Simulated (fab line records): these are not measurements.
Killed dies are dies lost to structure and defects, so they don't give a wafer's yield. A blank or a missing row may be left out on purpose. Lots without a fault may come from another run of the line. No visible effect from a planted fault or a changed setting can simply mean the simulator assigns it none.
fab line records	flow n5-finfet	part 1 of 2: steps 1 to 4 of 6
record lots=20	wafers=60	last-day=17
route steps=1938 shown BEOL_M0_SAQP@653
lots that met no fault: taken from a fault-free run of the same line
start-h: hours from the record's opening day to when the first of the lot's shown wafers began	wait-h: time in hours since the lot's previous step	" repeats the value in the row above	L1.1+2: a row that stands for several wafers	- no value, or no start given	* or withheld: withheld	< > ~ a bound
route shown NAME@n: NAME is a module with steps in the file, n the number in the route of the first one	usual: the fault-free wafers' mean and standard deviation	same: alike in all rows	chamber/n: place in a boat	sites: per-site readings	_std_site: standard deviation of those values	_edge_site: outer sites' mean less inner sites'	radius-mm: how far each site lies from the wafer's centre	mask NAME#n: copy n	behind: the last tool/chamber to shape the wafer	hold: why the lot was held/for how many hours/how that ended	device: transistor that didn't switch, given as n, p or np	end of line: the route-end tests of the same wafers	for a step that has no rows: nothing shown but its recipe	killed: dies that structure and defects cost at the first sort, which is not the same as the wafer's yield	map: a wafer's dies, marking killed ones x, the rest . and places with no die _
set.NAME: the setting that was run; set.NAME@STEP: the one run at that earlier step	model.NAME: the simulator's own value behind a step, which no gauge read
one table for each step of the route and one row for each wafer, over a sample of lots
services: a tool's chamber out of use, with start hour (start-h, from the record's first day; less than 0 if before it), hours out, and reason
## steps
# step N5_BEOL_M0_SAQP_ETCH_83
# recipe chemistry=CF4	target=SiARC	target-depth-a=390	mask-material=CAR-ArF	time-s=65	ion-energy-ev=80	pressure-mtorr=40	source-w=545	bias-w=36	Ar_flow_sccm=100	cf4-flow-sccm=100	ends=cleared
# usual drypump-motor-current-A=5.5/0.44	etch-rf-on-time-s=65.4/1.1	oes-product-au=0.66/0.067	rf-fwd-power-W=538.5/2.2	rf-vpp-V=184.1/1.1	showerhead-plenum-p-Torr=2.16/0.063	throttle-valve-pct=15.67/0.2
lot.wafer	tool	chamber	start-h	wait-h	drypump-motor-current-A	etch-rf-on-time-s	oes-product-au	rf-fwd-power-W	rf-hours-counter-h	rf-vpp-V	showerhead-plenum-p-Torr	throttle-valve-pct
L074.1	rie-diel-06	3	107.84	0.0	6.8	63.1	0.80	539.3	13	184.3	2.19	15.33
L074.5	"	3	"	"	6.8	63.6	0.81	538.3	-	185.7	2.19	15.34
L074.6	"	0	"	"	5.5	64.2	0.67	541.1	-	182.1	2.07	15.76
L075.1	rie-diel-05	2	112.83	0.0	6.0	66.3	0.59	536.7	216	184.6	2.12	15.90
L075.2	"	3	"	"	5.4	65.8	0.65	540.9	150	184.4	2.24	15.58
L075.4	"	0	"	"	5.3	65.6	0.66	534.3	137	183.2	2.15	15.41
L076.4	rie-diel-05	1	122.18	0.0	5.6	63.4	0.61	537.5	232	183.3	2.03	16.01
L076.5	"	0	"	"	5.3	65.3	0.67	537.8	-	182.8	2.15	15.42
L076.6	"	3	"	"	5.4	65.1	0.65	541.3	-	184.7	2.23	15.58
L077.1	rie-diel-06	3	124.27	0.0	6.8	64.1	0.80	539.0	18	184.9	2.19	15.35
L077.2	"	2	"	"	5.7	66.8	0.65	540.6	120	182.8	2.07	15.93
L077.6	"	0	"	"	5.5	64.9	0.67	543.7	-	183.2	2.07	15.76
L078.1	rie-diel-06	0	132.54	0.0	5.5	64.2	0.66	540.9	135	184.1	2.07	15.77
L078.4	"	3	"	"	6.7	64.4	0.78	537.3	21	183.5	2.19	15.36
L078.6	"	3	"	"	6.7	63.4	0.78	539.6	-	185.9	2.19	15.36
L079.4	rie-diel-03	3	139.04	0.0	5.1	65.0	0.73	540.6	79	183.8	2.17	15.46
L079.5	"	3	"	"	5.1	64.9	0.73	539.2	-	185.7	2.17	15.47
L079.6	"	0	"	"	5.3	66.2	0.61	539.5	-	184.6	2.21	15.59
L082.2	rie-diel-03	1	154.43	0.0	5.2	66.1	0.61	535.2	193	184.7	2.22	15.66
L082.3	"	2	"	"	4.8	64.7	0.60	532.5	248	182.6	2.11	15.56
L082.6	"	2	"	"	4.8	65.4	0.59	531.8	-	181.4	2.11	15.56
L084.1	rie-diel-03	3	165.26	0.0	5.1	64.7	0.72	537.3	87	184.5	2.16	15.47
L084.2	"	1	"	"	5.2	66.5	0.60	539.8	197	184.4	2.22	15.67
L084.4	"	0	"	"	5.3	65.9	0.61	538.8	-	184.5	2.21	15.63
L085.1	rie-diel-05	1	173.78	0.0	5.6	64.5	0.60	535.6	246	182.0	2.03	16.05
L085.2	"	2	"	"	6.0	66.7	0.58	538.6	235	183.5	2.11	15.93
L085.4	"	3	"	"	5.4	66.2	0.63	539.8	168	184.5	2.23	15.63
L086.1	rie-diel-03	3	179.38	0.0	5.1	65.2	0.71	540.9	93	184.5	2.16	15.49
L086.3	"	2	"	"	4.8	65.5	0.83	537.5	0	185.0	2.11	15.04
L086.4	"	0	"	"	5.3	66.8	0.60	539.9	191	183.5	2.21	15.63
L087.3	rie-diel-05	1	186.33	0.0	5.6	64.6	0.59	539.6	249	183.4	2.02	16.04
L087.5	"	2	"	"	6.0	66.1	0.58	539.6	-	184.0	2.11	15.96
L087.6	"	3	"	"	5.4	66.0	0.64	539.3	-	185.4	2.23	15.64
L088.1	rie-diel-05	0	192.43	0.0	5.3	65.3	0.64	536.4	161	184.1	2.14	15.45
L088.2	"	2	"	"	6.0	65.4	0.59	537.9	241	182.0	2.11	15.95
L088.3	"	3	"	"	5.4	65.5	0.63	538.7	175	185.6	2.23	15.65
L090.1	rie-diel-05	0	214.00	0.0	5.3	66.8	0.64	535.3	168	184.2	2.14	15.45
L090.2	"	2	"	"	6.0	66.9	0.58	536.4	249	184.2	2.11	15.96
L090.5	"	1	"	"	5.6	64.5	0.81	539.7	-	184.7	2.28	15.57
L092.1	rie-diel-03	3	216.10	0.0	5.1	65.1	0.70	539.7	102	184.7	2.16	15.51
L092.3	"	1	"	"	5.2	67.1	0.60	536.9	213	185.7	2.21	15.69
L092.6	"	1	"	"	5.2	66.9	0.60	536.4	-	183.3	2.21	15.71
L091.3	rie-diel-03	0	216.43	0.0	5.3	66.5	0.59	541.4	202	184.2	2.21	15.66
L091.4	"	3	"	"	5.1	64.8	0.70	539.8	-	185.7	2.16	15.52
L091.6	"	1	"	"	5.2	67.3	0.59	540.1	-	184.7	2.21	15.70
L093.1	rie-diel-03	0	220.90	0.0	5.3	66.8	0.59	540.0	204	185.4	2.20	15.65
L093.4	"	1	"	"	5.2	67.2	0.59	538.8	-	184.1	2.21	15.71
L093.6	"	1	"	"	5.2	67.5	0.59	536.4	-	184.7	2.21	15.72
L094.1	rie-diel-06	1	224.21	0.0	5.3	64.4	0.72	537.3	74	183.7	2.18	15.65
L094.2	"	3	"	"	6.8	64.0	0.74	534.5	52	183.7	2.18	15.40
L094.3	"	0	"	"	5.5	63.8	0.65	541.4	164	184.2	2.06	15.84
L095.2	rie-diel-05	1	234.75	0.0	5.6	64.3	0.80	536.1	10	185.9	2.27	15.55
L095.3	"	3	"	"	5.4	65.8	0.63	539.8	190	184.3	2.22	15.66
L095.6	"	3	"	"	5.4	66.3	0.62	538.9	-	183.6	2.22	15.67
L096.1	rie-diel-03	1	244.67	0.0	5.2	67.5	0.59	533.9	225	183.5	2.21	15.72
L096.3	"	2	"	"	4.8	65.4	0.77	533.7	17	183.2	2.10	15.10
L096.5	"	3	"	"	5.1	64.1	0.71	539.9	-	185.3	2.16	15.51
L097.3	rie-diel-06	0	245.23	0.0	5.5	64.8	0.64	540.2	171	182.2	2.05	15.86
L097.4	"	1	"	"	5.4	65.0	0.72	537.3	81	184.4	2.17	15.67
L097.6	"	1	"	"	5.3	64.7	0.71	537.4	-	184.4	2.17	15.66
# step N5_BEOL_M0_SAQP_RECESS_109
# recipe chemistry=HF/NH3	target=SiO2	target-depth-a=30	afs-cycles=1	temp-c=30	sublimation-temp-c=180	sublimation-time-s=60
# usual drypump-motor-current-A=5.8/0.32
lot.wafer	tool	chamber	start-h	wait-h	drypump-motor-current-A
L074.1	vapor-etch-01	1	110.40	0.0	5.6
L074.5	"	0	"	"	6.2
L074.6	"	1	"	"	5.6
L075.1	vapor-etch-02	1	115.52	0.2	5.8
L075.2	"	0	"	"	5.4
L075.4	"	1	"	"	5.8
L076.4	vapor-etch-01	1	125.14	0.2	5.6
L076.5	"	0	"	"	6.2
L076.6	"	1	"	"	5.6
L077.1	vapor-etch-01	0	127.11	0.0	6.3
L077.2	"	1	"	"	5.6
L077.6	"	0	"	"	6.2
L078.1	vapor-etch-02	0	134.94	0.0	5.4
L078.4	"	1	"	"	5.8
L078.6	"	0	"	"	5.4
L079.4	vapor-etch-01	1	141.90	0.1	5.6
L079.5	"	0	"	"	6.3
L079.6	"	1	"	"	5.6
L082.2	vapor-etch-02	1	156.95	0.0	5.8
L082.3	"	1	"	"	5.8
L082.6	"	1	"	"	5.7
L084.1	vapor-etch-01	0	167.77	0.0	6.3
L084.2	"	1	"	"	5.6
L084.4	"	0	"	"	6.3
L085.1	vapor-etch-01	0	176.27	0.0	6.2
L085.2	"	1	"	"	5.6
L085.4	"	0	"	"	6.3
L086.1	vapor-etch-02	1	185.46	0.0	5.8
L086.3	"	0	"	"	5.4
L086.4	"	1	"	"	5.8
L087.3	vapor-etch-02	1	194.21	0.1	5.8
L087.5	"	1	"	"	5.8
L087.6	"	0	"	"	5.4
L088.1	vapor-etch-01	1	195.26	0.0	5.6
L088.2	"	0	"	"	6.2
L088.3	"	1	"	"	5.6
L090.1	vapor-etch-02	0	216.39	0.0	5.4
L090.2	"	1	"	"	5.8
L090.5	"	0	"	"	5.4
L092.1	vapor-etch-02	1	218.50	0.0	5.8
L092.3	"	0	"	"	5.4
L092.6	"	0	"	"	5.4
L091.3	vapor-etch-02	0	219.13	0.1	5.4
L091.4	"	1	"	"	5.8
L091.6	"	1	"	"	5.8
L093.1	vapor-etch-02	1	224.07	0.0	5.8
L093.4	"	0	"	"	5.4
L093.6	"	0	"	"	5.4
L094.1	vapor-etch-02	1	226.95	0.2	5.8
L094.2	"	0	"	"	5.4
L094.3	"	1	"	"	5.7
L095.2	vapor-etch-01	1	237.16	0.0	5.6
L095.3	"	1	"	"	5.6
L095.6	"	0	"	"	6.2
L096.1	vapor-etch-01	1	247.33	0.0	5.6
L096.3	"	0	"	"	6.3
L096.5	"	1	"	"	5.6
L097.3	vapor-etch-02	1	247.86	0.1	5.8
L097.4	"	0	"	"	5.4
L097.6	"	0	"	"	5.4
# step N5_BEOL_M0_SAQP_SPACER2_ETCHBACK_27
# recipe chemistry=CHF3/O2	mode=anisotropic-etchback	target=SiO2	target-depth-a=225	time-s=11.25	pressure-mtorr=30	source-w=650	bias-w=170	Ar_flow_sccm=200	CHF3_flow_sccm=50	O2_flow_sccm=5	ion-energy-ev=200
# usual drypump-motor-current-A=5.5/0.47	oes_o_777_au=0.77/0.077	oes-product-au=0.78/0.083	rf-fwd-power-W=645.7/2.5	rf-vpp-V=524/5.9	showerhead-plenum-p-Torr=2.42/0.072	throttle-valve-pct=18.95/0.2
# same time-s=11.25
lot.wafer	tool	chamber	start-h	wait-h	drypump-motor-current-A	oes_o_777_au	oes-product-au	rf-fwd-power-W	rf-hours-counter-h	rf-vpp-V	showerhead-plenum-p-Torr	throttle-valve-pct
L074.1	rie-diel-06	3	111.20	0.3	6.8	0.92	0.94	642.2	14	529	2.47	18.69
L074.5	"	3	"	"	6.8	0.93	0.94	642.8	-	527	2.47	18.67
L074.6	"	2	"	"	5.7	0.76	0.76	647.3	-	525	2.33	19.22
L075.1	rie-diel-03	1	116.34	0.4	5.1	0.73	0.72	646.1	181	519	2.50	18.90
L075.2	"	3	"	"	5.1	0.85	0.86	644.8	72	517	2.44	18.77
L075.4	"	2	"	"	4.8	0.70	0.70	649.2	236	523	2.39	18.78
L076.4	rie-diel-06	0	125.81	0.3	5.5	0.78	0.77	648.2	132	515	2.33	19.10
L076.5	"	1	"	"	5.3	0.88	0.88	647.9	-	531	2.46	18.92
L076.6	"	0	"	"	5.5	0.78	0.76	649.9	-	515	2.33	19.10
L077.1	rie-diel-06	3	127.81	0.3	6.8	0.91	0.92	640.9	19	528	2.47	18.70
L077.2	"	1	"	"	5.4	0.87	0.89	642.0	45	531	2.46	18.92
L077.6	"	2	"	"	5.7	0.76	0.75	646.4	-	525	2.33	19.22
L078.1	rie-diel-05	1	136.15	0.3	5.6	0.71	0.71	645.2	235	525	2.28	19.27
L078.4	"	2	"	"	6.0	0.69	0.69	645.2	222	522	2.38	19.19
L078.6	"	2	"	"	6.0	0.69	0.70	642.4	-	522	2.38	19.19
L079.4	rie-diel-03	3	142.56	0.3	5.1	0.85	0.84	650.3	80	516	2.44	18.77
L079.5	"	2	"	"	4.8	0.70	0.70	644.0	-	523	2.38	18.81
L079.6	"	3	"	"	5.1	0.85	0.85	646.6	-	516	2.44	18.79
L082.2	rie-diel-05	2	157.65	0.3	6.0	0.69	0.69	646.0	231	523	2.38	19.20
L082.3	"	1	"	"	5.6	0.70	0.70	644.7	242	524	2.28	19.29
L082.6	"	2	"	"	6.0	0.69	0.70	648.7	-	524	2.38	19.20
L084.1	rie-diel-03	3	168.47	0.3	5.1	0.83	0.85	643.5	89	516	2.44	18.82
L084.2	"	1	"	"	5.2	0.72	0.71	643.5	198	521	2.49	18.94
L084.4	"	1	"	"	5.1	0.72	0.71	644.3	-	520	2.49	18.95
L085.1	rie-diel-06	2	177.04	0.3	5.7	0.74	0.74	648.9	136	526	2.32	19.25
L085.2	"	3	"	"	6.8	0.88	0.89	646.4	34	529	2.47	18.72
L085.4	"	0	"	"	5.5	0.77	0.76	648.3	149	515	2.32	19.13
L086.1	rie-diel-03	0	186.17	0.3	5.3	0.71	0.70	645.8	194	533	2.49	18.90
L086.3	"	2	"	"	4.8	0.96	0.95	641.4	2	524	2.38	18.42
L086.4	"	1	"	"	5.2	0.71	0.70	645.0	204	520	2.49	18.93
L087.3	rie-diel-05	2	195.28	0.3	6.0	0.68	0.69	646.4	242	522	2.37	19.25
L087.5	"	3	"	"	5.4	0.74	0.74	649.8	-	523	2.50	18.91
L087.6	"	2	"	"	6.0	0.68	0.68	644.7	-	523	2.37	19.21
L088.1	rie-diel-03	3	196.43	0.3	5.1	0.82	0.83	647.1	98	518	2.44	18.81
L088.2	"	2	"	"	4.8	0.93	0.96	640.6	5	525	2.38	18.43
L088.3	"	0	"	"	5.4	0.70	0.71	649.1	197	534	2.48	18.90
L090.1	rie-diel-05	0	217.09	0.3	5.3	0.74	0.74	641.0	168	517	2.42	18.75
L090.2	"	2	"	"	6.0	0.67	0.68	646.3	250	522	2.37	19.23
L090.5	"	2	"	"	6.0	0.67	0.68	646.9	-	523	2.37	19.23
L092.1	rie-diel-03	1	219.50	0.6	5.2	0.71	0.70	645.5	215	518	2.49	18.96
L092.3	"	0	"	"	5.3	0.70	0.70	646.4	-	534	2.48	18.90
L092.6	"	0	"	"	5.3	0.69	0.70	646.1	-	535	2.48	18.91
L091.3	rie-diel-03	1	220.13	0.6	5.2	0.71	0.70	644.8	-	521	2.49	18.96
L091.4	"	0	"	"	5.3	0.70	0.69	647.7	-	533	2.48	18.90
L091.6	"	0	"	"	5.3	0.70	0.69	648.1	-	534	2.48	18.94
L093.1	rie-diel-06	0	224.76	0.3	5.5	0.75	0.75	649.2	164	514	2.32	19.16
L093.4	"	2	"	"	5.7	0.73	0.72	646.1	153	525	2.31	19.29
L093.6	"	1	"	"	5.3	0.84	0.85	645.9	-	532	2.44	18.97
L094.1	rie-diel-03	2	227.64	0.3	4.8	0.92	0.92	643.1	11	523	2.38	18.43
L094.2	"	1	"	"	5.2	0.70	0.69	646.7	218	521	2.48	18.96
L094.3	"	0	"	"	5.3	0.70	0.69	642.7	207	533	2.48	18.93
L095.2	rie-diel-06	3	237.85	0.3	6.8	0.85	0.86	646.5	57	528	2.46	18.75
L095.3	"	1	"	"	5.3	0.83	0.86	646.7	78	530	2.44	18.97
L095.6	"	0	"	"	5.5	0.76	0.74	645.8	-	516	2.31	19.17
L096.1	rie-diel-05	2	248.07	0.3	6.0	0.94	0.97	641.7	5	523	2.37	18.83
L096.3	"	1	"	"	5.6	0.91	0.92	644.9	15	533	2.56	18.94
L096.5	"	1	"	"	5.6	0.91	0.92	644.1	-	532	2.56	18.94
L097.3	rie-diel-06	3	248.56	0.3	6.8	0.84	0.87	646.7	61	528	2.46	18.76
L097.4	"	0	"	"	5.5	0.75	0.75	652.1	172	516	2.31	19.16
L097.6	"	3	"	"	6.8	0.84	0.86	649.0	-	529	2.45	18.77
# step N5_BEOL_M0_SAQP_MANDREL2_REMOVE_110
# recipe chemistry=HBr/Cl2/O2	bt-time-s=10	target=a-Si	stop-on=SiCN	endpoint=OES-SiCl	over-etch-frac=1	icp-w=600	bias-w=30	HBr_flow_sccm=150	Cl2_flow_sccm=80	O2_flow_sccm=5	pressure-mtorr=10
# usual drypump-motor-current-A=5.5/0.46	oes_o_777_au=1.01/0.03	oes-product-au=1.000/0.017	rf-fwd-power-W=596.5/2.1	throttle-valve-pct=36.60/0.19
lot.wafer	tool	chamber	start-h	wait-h	drypump-motor-current-A	oes_o_777_au	oes-product-au	rf-fwd-power-W	rf-hours-counter-h	throttle-valve-pct
L074.1	rie-si-06	1	111.29	0.1	5.3	0.99	0.955	597.7	75	36.80
L074.5	"	3	"	"	5.7	1.02	0.982	598.7	-	36.58
L074.6	"	0	"	"	5.1	1.03	1.000	595.7	-	36.57
L075.1	rie-si-05	0	116.43	0.1	5.0	1.03	1.007	594.2	163	36.85
L075.2	"	2	"	"	6.0	1.05	1.001	596.3	122	36.89
L075.4	"	0	"	"	5.1	1.03	1.001	592.1	-	36.84
L076.4	rie-si-06	3	125.90	0.1	5.7	1.02	0.996	598.9	77	36.57
L076.5	"	0	"	"	5.1	1.04	1.008	594.6	-	36.56
L076.6	"	1	"	"	5.2	0.99	0.969	595.7	-	36.82
L077.1	rie-si-05	0	127.89	0.1	5.0	1.03	1.014	592.0	163	36.84
L077.2	"	3	"	"	5.5	0.99	1.018	598.6	31	36.38
L077.6	"	1	"	"	5.1	1.01	1.000	594.9	-	36.61
L078.1	rie-si-02	0	136.24	0.1	4.8	0.98	0.989	595.1	2	36.49
L078.4	"	2	"	"	6.4	0.99	1.009	594.9	2	36.38
L078.6	"	1	"	"	5.8	1.00	0.998	597.0	-	36.63
L079.4	rie-si-05	2	142.64	0.1	6.0	1.06	1.017	597.3	123	36.88
L079.5	"	3	"	"	5.5	0.99	1.015	598.2	-	36.37
L079.6	"	2	"	"	6.0	1.04	1.003	597.0	-	36.90
L082.2	rie-si-06	0	157.73	0.1	5.1	1.04	1.009	593.7	30	36.57
L082.3	"	3	"	"	5.7	1.03	0.993	599.2	78	36.57
L082.6	"	3	"	"	5.7	1.02	0.985	598.7	-	36.57
L084.1	rie-si-05	1	168.55	0.1	5.0	1.01	1.009	593.0	179	36.62
L084.2	"	3	"	"	5.5	1.00	1.024	595.5	32	36.39
L084.4	"	0	"	"	5.1	1.03	1.005	595.5	164	36.84
L085.1	rie-si-05	1	177.13	0.1	5.1	1.01	1.016	595.3	180	36.63
L085.2	"	3	"	"	5.4	1.00	1.010	599.7	32	36.38
L085.4	"	0	"	"	5.1	1.02	1.009	595.8	164	36.83
L086.1	rie-si-05	2	186.26	0.1	6.0	1.05	1.000	595.2	123	36.89
L086.3	"	3	"	"	5.4	1.00	1.014	595.7	32	36.37
L086.4	"	0	"	"	5.1	1.03	1.005	596.4	164	36.82
L087.3	rie-si-02	3	195.37	0.1	4.9	0.93	0.961	595.2	42	36.33
L087.5	"	2	"	"	6.5	0.98	1.012	596.8	-	36.40
L087.6	"	3	"	"	4.9	0.92	0.973	595.7	-	36.33
L088.1	rie-si-05	3	196.51	0.1	5.4	0.99	1.020	593.7	32	36.37
L088.2	"	1	"	"	5.1	1.01	0.995	593.5	180	36.63
L088.3	"	0	"	"	5.1	1.04	1.003	599.4	164	36.84
L090.1	rie-si-06	3	217.17	0.1	5.7	1.02	0.993	596.8	79	36.59
L090.2	"	1	"	"	5.3	0.98	0.969	597.0	77	36.78
L090.5	"	1	"	"	5.3	0.99	0.968	596.1	-	36.81
L092.1	rie-si-05	0	219.62	0.1	5.1	1.03	1.005	599.9	165	36.83
L092.3	"	1	"	"	5.0	1.02	1.005	593.6	181	36.64
L092.6	"	0	"	"	5.1	1.04	1.010	597.8	-	36.84
L091.3	rie-si-05	0	220.22	0.1	5.1	1.04	1.018	598.3	165	36.84
L091.4	"	3	"	"	5.4	1.00	1.007	599.4	33	36.41
L091.6	"	3	"	"	5.4	1.00	1.011	601.0	-	36.38
L093.1	rie-si-02	2	224.85	0.1	6.4	0.98	1.005	596.4	4	36.39
L093.4	"	3	"	"	4.9	0.94	0.980	600.5	43	36.33
L093.6	"	3	"	"	4.9	0.93	0.968	598.9	-	36.33
L094.1	rie-si-05	1	227.73	0.1	5.1	1.02	1.015	592.0	181	36.62
L094.2	"	0	"	"	5.1	1.02	1.017	599.4	165	36.85
L094.3	"	3	"	"	5.5	1.00	1.002	597.9	33	36.39
L095.2	rie-si-02	2	237.94	0.1	6.4	0.98	1.001	597.2	4	36.37
L095.3	"	3	"	"	4.9	0.92	0.961	592.6	43	36.33
L095.6	"	1	"	"	5.9	0.99	0.984	598.1	-	36.66
L096.1	rie-si-02	2	248.16	0.1	6.5	0.98	1.012	595.1	4	36.38
L096.3	"	0	"	"	4.8	0.98	0.989	601.0	3	36.52
L096.5	"	2	"	"	6.5	0.98	0.998	595.4	-	36.39
L097.3	rie-si-06	2	248.64	0.1	5.8	1.04	1.015	597.3	0	36.17
L097.4	"	1	"	"	5.2	0.99	0.965	596.5	78	36.81
L097.6	"	2	"	"	5.8	1.04	1.023	596.8	-	36.16
